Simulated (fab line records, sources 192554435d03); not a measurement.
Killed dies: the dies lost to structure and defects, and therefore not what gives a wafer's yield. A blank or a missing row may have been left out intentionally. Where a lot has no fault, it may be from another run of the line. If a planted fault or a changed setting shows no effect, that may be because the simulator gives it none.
Chamber matching	flow n5 finfet	rie diel-03 running N5_BEOL_M11_ETCH_66: 4 sister chambers
The step etches SOC in N2/H2, target depth 120 nm, overetch 24 nm, time 180 s. 18 wafers are shown with their chamber, then 9 later ones without.

WAFERS WITH THEIR CHAMBER
wafer	chamber	showerhead plenum p Torr (Torr)	drypump motor current A (A)	throttle valve pct (%)
L074.3	3	2.58	5.4	17.88
L074.4	2	2.64	5.0	17.90
L074.5	3	2.58	5.4	17.90
L077.1	0	2.50	5.6	18.10
L077.2	2	2.63	5.0	17.91
L077.5	0	2.50	5.5	18.06
L078.1	3	2.58	5.4	17.92
L078.3	0	2.50	5.5	18.11
L078.4	1	2.42	6.1	17.64
L083.1	2	2.63	5.0	17.92
L083.5	2	2.63	5.0	17.91
L083.6	3	2.57	5.4	17.93
L092.2	2	2.63	5.0	17.91
L092.3	3	2.57	5.4	17.95
L092.4	0	2.50	5.5	18.12
L088.3	2	2.62	5.0	17.94
L088.5	2	2.62	5.0	17.93
L088.6	3	2.57	5.3	17.96

SIGNATURES, as means of the wafers listed above
reading	chamber 0	chamber 1	chamber 2	chamber 3	scatter within a chamber
showerhead plenum p Torr	2.5000	2.4200	2.6286	2.5750	0.00558
drypump motor current A	5.525	6.100	5.000	5.383	0.0336
throttle valve pct	18.0975	17.6400	17.9171	17.9233	0.0235
Rule: distance of a wafer from a chamber = root of the sum over the readings of ((wafer's reading minus chamber's mean) / reading's scatter) squared. The wafer belongs to the nearest chamber; if the next one is less than 2 further off, it can't be placed. The scatter is the square root of a quotient: the sum, over the shown wafers, of each reading's squared deviation from its chamber's mean, divided by wafers minus chambers.

WAFERS WHOSE CHAMBER IS MISSING
wafer	showerhead plenum p Torr (Torr)	drypump motor current A (A)	throttle valve pct (%)
L087.3	2.50	5.5	18.13
L087.4	2.62	5.0	17.94
L087.6	2.42	6.1	17.67
L090.2	2.50	5.6	18.13
L090.4	2.57	5.3	17.96
L090.5	2.62	5.0	17.96
L097.1	2.49	5.6	17.70
L097.2	2.41	6.1	17.69
L097.6	2.62	5.0	17.97

EACH ONE'S CHAMBER
wafer	from the rows above	in truth
L087.3	0	0
L087.4	2	2
L087.6	1	1
L090.2	0	0
L090.4	3	3
L090.5	2	2
L097.1	can't be placed: 0 or 3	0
L097.2	1	1
L097.6	2	2
Placed correctly: 8 of 9. These rows do not allow placing 1 (true chamber among the candidates in 1). Wrongly placed: 0.
